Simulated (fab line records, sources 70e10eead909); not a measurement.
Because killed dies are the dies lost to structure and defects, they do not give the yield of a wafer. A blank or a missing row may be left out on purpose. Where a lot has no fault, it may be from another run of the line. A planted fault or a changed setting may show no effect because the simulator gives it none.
Chamber matching	flow nandHarc	NHARC_A_CONTACT_ALD_18 on aldMetal-03: 4 sister chambers
The step deposits TiN, target thk 3 nm, pulse time 1 s, ald cycles 150. 8 wafers are shown with their chamber, then 7 later ones without.

EACH WAFER AND ITS CHAMBER
wafer	chamber	heaterPowerW (W)	precursorPulseHeightRel
L081.6	1	1223	1.001
L084.3	2	1044	0.983
L084.4	0	1192	1.001
L087.1	3	1170	1.027
L087.2	0	1173	0.963
L087.3	2	1045	0.997
L088.1	3	1162	0.946
L088.3	1	1197	0.980

WAFERS WITH NO CHAMBER GIVEN
wafer	heaterPowerW (W)	precursorPulseHeightRel
L088.4	1145	1.028
L092.1	1245	1.017
L092.2	1039	0.991
L092.4	1207	0.984
L097.1	1222	0.994
L097.5	1197	0.993
L097.6	1185	0.988

CHAMBER TAKEN BY EACH
wafer	from the rows above	in truth
L088.4	can't be placed: 3 or 0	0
L092.1	1	1
L092.2	2	2
L092.4	can't be placed: 1 or 0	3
L097.1	1	1
L097.5	can't be placed: 1 or 0 or 3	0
L097.6	can't be placed: 0 or 3 or 1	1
3 of 7 placed correctly. Cannot be placed on the basis of these rows: 4; the candidates contain the true chamber in 3. Placed wrongly: 0.
How it was worked out, from the rows above alone: a wafer's distance from a chamber is the root of the sum, over the readings, of the square of ((its reading less the chamber's mean) divided by the reading's scatter). If the next closest chamber is less than 2 further off than the closest, the wafer can't be placed; otherwise it belongs to the closest. The mean given for a chamber averages the wafers shown for that chamber. The scatter is the square root of a quotient: the sum, over the shown wafers, of each reading's squared deviation from its chamber's mean, divided by wafers minus chambers.
